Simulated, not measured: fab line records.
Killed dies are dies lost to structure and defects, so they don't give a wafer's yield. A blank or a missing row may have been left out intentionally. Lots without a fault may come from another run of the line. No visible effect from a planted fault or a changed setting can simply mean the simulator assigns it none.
A struck lot beside a sound one    flow n5 finfet    16 steps out of a route of 1938
Sound: wafers L427.1, L427.2, L427.6. Struck: wafers L437.1, L437.4, L437.5. At the end, the cause is stated.
Each step with rows lists, per side, the tool, then ch with its chambers, then its first start. Under that, the readings that differ: sound wafers    struck wafers    difference of the means    sigmas: that difference in standard deviations of wafers without a fault.
alike: same words and numbers on both sides, and readings whose means sit less than 2 such deviations apart. not compared: any withheld reading, any reading some wafer has no value for, any bound like >300 that may hide the same value, and any number with overlapping values for which the record gives no deviation.
The two part at a step that has a row with sigmas, a row that says differs or no value, or rows on one side only. Numbers that have no deviation but don't overlap get no sigmas and don't part them. A reading that every wafer of one side lacks parts them only if that side has two wafers or more.

first, 1 step without rows for these wafers: N5_BEOL_M2_SPUTTER_81 (material Cu, target thk 4.5 nm, time 8.29 s).
N5_BEOL_M2_ANNEAL_82: time 240 s.
  sound on pvd sputter-02, day 8 09:44; struck on pvd sputter-03, day 10 18:34
  alike: heater power w
then, 6 steps without rows for these wafers: N5_BEOL_M2_SPUTTER_86 (material Cu, target thk 4.5 nm, time 8.29 s); N5_BEOL_M2_ANNEAL_87 (time 240 s); N5_BEOL_M2_SPUTTER_88 (material Cu, target thk 4.5 nm, time 8.29 s); N5_BEOL_M2_ANNEAL_89 (time 240 s); N5_BEOL_M2_SPUTTER_90 (material Cu, target thk 4.5 nm, time 8.29 s); N5_BEOL_M2_ANNEAL_91 (time 240 s).
N5_BEOL_M2_SPUTTER_92: material Cu, target thk 4.5 nm, time 8.29 s.
  sound on pvd sputter-02, day 8 10:32; struck on pvd sputter-03, day 10 19:22
  alike: chamber pressure pa, chuck gas flow sccm, throttle valve pct
N5_BEOL_M2_ANNEAL_93: time 240 s.
  sound on pvd sputter-02, day 8 10:37; struck on pvd sputter-03, day 10 19:27
  alike: heater power w
N5_BEOL_M2_SPUTTER_94: material Cu, target thk 4.5 nm, time 8.29 s.
  sound on pvd sputter-02, day 8 10:45; struck on pvd sputter-03, day 10 19:35
  alike: chamber pressure pa, chuck gas flow sccm, throttle valve pct
N5_BEOL_M2_ANNEAL_95: time 240 s.
  sound on pvd sputter-02, day 8 10:50; struck on pvd sputter-03, day 10 19:40
  alike: heater power w
N5_BEOL_M2_SPUTTER_96: material Cu, target thk 4.5 nm, time 8.29 s.
  sound on pvd sputter-02, day 8 10:58; struck on pvd sputter-03, day 10 19:49
  no value came back on the struck wafers for chamber pressure pa (Pa), chuck gas flow sccm (sccm), throttle valve pct (%), time s (s); on the sound wafers chamber pressure pa (Pa) reads 0.06992 0.06988 0.07
then, 1 step without rows for these wafers: N5_BEOL_M2_ECD_50 (material Cu, target thk 300 nm).
N5_BEOL_M4_RC_MEAS_101:
  sound on prober-01 ch 0, day 9 12:46; struck on prober-01 ch 0, day 12 01:26
  alike: DIBL_N, DIBL_P, IOFF_N, IOFF_P, ION_N, ION_P, SS_N, SS_P, VT_N, VT_P
-- the record jumps here: 4 days lie between the struck wafers' starts before and after (it left off in module BEOL_M4 and takes up again in module PASSIVATION, whose first step shown is number 1936 of the route) --
N5_PASSIVATION_PROBE_49:
  rows exist in the record for the struck wafers here (prober-02, day 16 11:44), but not for the sound ones

WHERE THEY PART
Earliest at N5_BEOL_M2_SPUTTER_96; latest, in this record, at N5_PASSIVATION_PROBE_49.

WHY: what had been put in by the simulator
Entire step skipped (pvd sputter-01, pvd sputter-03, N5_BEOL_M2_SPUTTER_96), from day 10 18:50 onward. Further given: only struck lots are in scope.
